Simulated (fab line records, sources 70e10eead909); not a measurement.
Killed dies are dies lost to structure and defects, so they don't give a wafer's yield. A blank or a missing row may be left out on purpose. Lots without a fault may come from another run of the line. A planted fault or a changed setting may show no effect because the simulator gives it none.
Chamber matching | flow nand_harc | NHARC_A_CHANNEL_HOLE_D1_ETCH_38 on rie_diel-12: 4 sister chambers
The step etches the open film in CF4, target depth 39 nm, time 65 s. 4 wafers are shown with their chamber, then 9 later ones without.

WAFERS WITH THEIR CHAMBER
wafer  | chamber | showerhead_plenum_p_Torr (Torr)
L084.6 | 1       | 1.88
L087.1 | 0       | 1.90
L087.2 | 3       | 1.69
L087.4 | 2       | 1.90

WAFERS WITHOUT THEIR CHAMBER
wafer  | showerhead_plenum_p_Torr (Torr)
L087.3 | 1.88
L087.5 | 1.90
L087.6 | 1.69
L092.1 | 1.69
L092.3 | 1.88
L092.4 | 1.69
L092.2 | 1.89
L092.5 | 1.89
L092.6 | 1.88

WHICH CHAMBER EACH WENT THROUGH
wafer  | from the rows above          | in truth
L087.3 | 1                            | 1
L087.5 | can't be placed: 0 or 2      | 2
L087.6 | 3                            | 3
L092.1 | 3                            | 3
L092.3 | 1                            | 1
L092.4 | 3                            | 3
L092.2 | can't be placed: 0 or 1 or 2 | 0
L092.5 | can't be placed: 0 or 1 or 2 | 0
L092.6 | 1                            | 1
Placed correctly: 6 of 9. Can't be placed from these rows: 3 (the true chamber is among the candidates in 3). Placed wrongly: 0.
How it was worked out, from the rows above alone: a wafer's distance from a chamber is the root of the sum, over the readings, of the square of ((its reading less the chamber's mean) divided by the reading's scatter). The wafer belongs to the nearest chamber; if the next one is less than 2 further off, it can't be placed. A chamber's mean is the mean of its shown wafers. The scatter: with one shown wafer a chamber, the root of the mean of the squares of how far each hidden wafer lies from its nearest shown one.
